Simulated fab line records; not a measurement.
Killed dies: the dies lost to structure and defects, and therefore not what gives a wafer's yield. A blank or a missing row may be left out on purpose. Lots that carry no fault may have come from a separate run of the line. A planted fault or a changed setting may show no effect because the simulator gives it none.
Matching of chambers / flow nand_harc / NHARC_P_GATE_DESCUM_48 on rie_diel-13 has 4 sister chambers
The step chemistry O2, time 3 s. 8 wafers are shown with their chamber, then 7 later ones without.

== WAFERS PAIRED WITH THEIR CHAMBERS ==
wafer=L077.3; chamber=2; showerhead_plenum_p_Torr (Torr)=2.04; oes_product_au (a.u.)=0.995
wafer=L080.1; chamber=1; showerhead_plenum_p_Torr (Torr)=2.03; oes_product_au (a.u.)=0.974
wafer=L080.5; chamber=0; showerhead_plenum_p_Torr (Torr)=2.07; oes_product_au (a.u.)=0.999
wafer=L086.3; chamber=3; showerhead_plenum_p_Torr (Torr)=2.03; oes_product_au (a.u.)=1.014
wafer=L086.5; chamber=3; showerhead_plenum_p_Torr (Torr)=2.03; oes_product_au (a.u.)=1.013
wafer=L086.6; chamber=2; showerhead_plenum_p_Torr (Torr)=2.03; oes_product_au (a.u.)=0.999
wafer=L094.1; chamber=1; showerhead_plenum_p_Torr (Torr)=2.02; oes_product_au (a.u.)=0.991
wafer=L094.4; chamber=0; showerhead_plenum_p_Torr (Torr)=2.06; oes_product_au (a.u.)=0.995

== WAFERS WHOSE CHAMBER IS MISSING ==
wafer=L094.5; showerhead_plenum_p_Torr (Torr)=2.03; oes_product_au (a.u.)=1.026
wafer=L096.1; showerhead_plenum_p_Torr (Torr)=2.02; oes_product_au (a.u.)=0.994
wafer=L096.3; showerhead_plenum_p_Torr (Torr)=2.02; oes_product_au (a.u.)=0.986
wafer=L096.4; showerhead_plenum_p_Torr (Torr)=2.02; oes_product_au (a.u.)=0.992
wafer=L096.2; showerhead_plenum_p_Torr (Torr)=2.06; oes_product_au (a.u.)=0.984
wafer=L096.5; showerhead_plenum_p_Torr (Torr)=2.02; oes_product_au (a.u.)=1.000
wafer=L096.6; showerhead_plenum_p_Torr (Torr)=2.02; oes_product_au (a.u.)=1.003

== EACH ONE'S CHAMBER ==
wafer=L094.5; from the rows above=3; in truth=3
wafer=L096.1; from the rows above=can't be placed: 1 or 2 or 3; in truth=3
wafer=L096.3; from the rows above=1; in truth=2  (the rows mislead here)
wafer=L096.4; from the rows above=can't be placed: 1 or 2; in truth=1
wafer=L096.2; from the rows above=0; in truth=0
wafer=L096.5; from the rows above=can't be placed: 2 or 3 or 1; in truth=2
wafer=L096.6; from the rows above=can't be placed: 3 or 2 or 1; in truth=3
2 of 7 placed correctly. Not placeable from these rows: 4 (in 4, the candidates include the true chamber). Placed wrongly: 1.
How it was worked out, from the rows above alone: a wafer's distance from a chamber is the root of the sum, over the readings, of the square of ((its reading less the chamber's mean) divided by the reading's scatter). If the next closest chamber is less than 2 further off than the closest, the wafer can't be placed; otherwise it belongs to the closest. For every chamber, the mean is computed from those of its wafers that are shown. The scatter: the root of (the sum of the squares of (reading less its chamber's mean) over the shown wafers, divided by (wafers less chambers)).
